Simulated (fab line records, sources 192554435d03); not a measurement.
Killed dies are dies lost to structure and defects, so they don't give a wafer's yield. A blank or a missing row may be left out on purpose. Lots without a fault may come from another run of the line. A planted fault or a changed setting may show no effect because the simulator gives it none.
Chamber matching | flow n5_finfet | N5_BEOL_M6_CURE_74 on uv_cure-01: 3 sister chambers
The step cures SiCOH lowk, time 240 s. 18 wafers are shown with their chamber, then 9 later ones without.

WAFERS WITH THEIR CHAMBER
wafer  | chamber | wafer_temp_C_max | lamp_power_pct (%)
L082.1 | 1       | 388.1            | 52.32
L082.2 | 1       | 387.3            | 52.31
L082.6 | 1       | 387.9            | 52.31
L085.1 | 1       | 387.6            | 52.31
L085.2 | 1       | 387.5            | 52.27
L085.6 | 1       | 387.3            | 52.35
L087.1 | 1       | 387.6            | 52.33
L087.5 | 1       | 387.8            | 52.27
L087.6 | 1       | 387.8            | 52.41
L090.1 | 1       | 387.7            | 52.32
L090.4 | 1       | 387.5            | 52.24
L090.5 | 1       | 386.8            | 52.33
L092.1 | 2       | 386.1            | 52.29
L092.3 | 2       | 385.9            | 52.28
L092.5 | 2       | 386.2            | 52.31
L091.3 | 0       | 386.9            | 52.40
L091.4 | 0       | 386.4            | 52.30
L091.5 | 0       | 386.4            | 52.27

SIGNATURES (means of the wafers above)
reading          | chamber 0 | chamber 1 | chamber 2 | scatter within a chamber
wafer_temp_C_max | 386.567   | 387.575   | 386.067   | 0.314
lamp_power_pct   | 52.3233   | 52.3142   | 52.2933   | 0.0449
Rule: a wafer's distance from a chamber is the root of the sum, over the readings, of the square of ((its reading less the chamber's mean) divided by the reading's scatter). The wafer belongs to the nearest chamber; if the next one is less than 2 further off, it can't be placed. The scatter: the root of (the sum of the squares of (reading less its chamber's mean) over the shown wafers, divided by (wafers less chambers)).

WAFERS WITHOUT THEIR CHAMBER
wafer  | wafer_temp_C_max | lamp_power_pct (%)
L093.3 | 386.5            | 52.27
L093.5 | 386.7            | 52.26
L093.6 | 386.9            | 52.31
L095.2 | 386.4            | 52.27
L095.5 | 386.9            | 52.35
L095.6 | 386.8            | 52.42
L097.2 | 386.5            | 52.41
L097.4 | 386.1            | 52.33
L097.6 | 386.3            | 52.27

WHICH CHAMBER EACH WENT THROUGH
wafer  | from the rows above          | in truth
L093.3 | can't be placed: 0 or 2      | 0
L093.5 | can't be placed: 0 or 2 or 1 | 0
L093.6 | can't be placed: 0 or 1 or 2 | 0
L095.2 | can't be placed: 2 or 0      | 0
L095.5 | can't be placed: 0 or 1 or 2 | 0
L095.6 | can't be placed: 0 or 1 or 2 | 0
L097.2 | can't be placed: 0 or 2      | 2
L097.4 | can't be placed: 2 or 0      | 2
L097.6 | can't be placed: 2 or 0      | 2
Placed correctly: 0 of 9. Can't be placed from these rows: 9 (the true chamber is among the candidates in 9). Placed wrongly: 0.
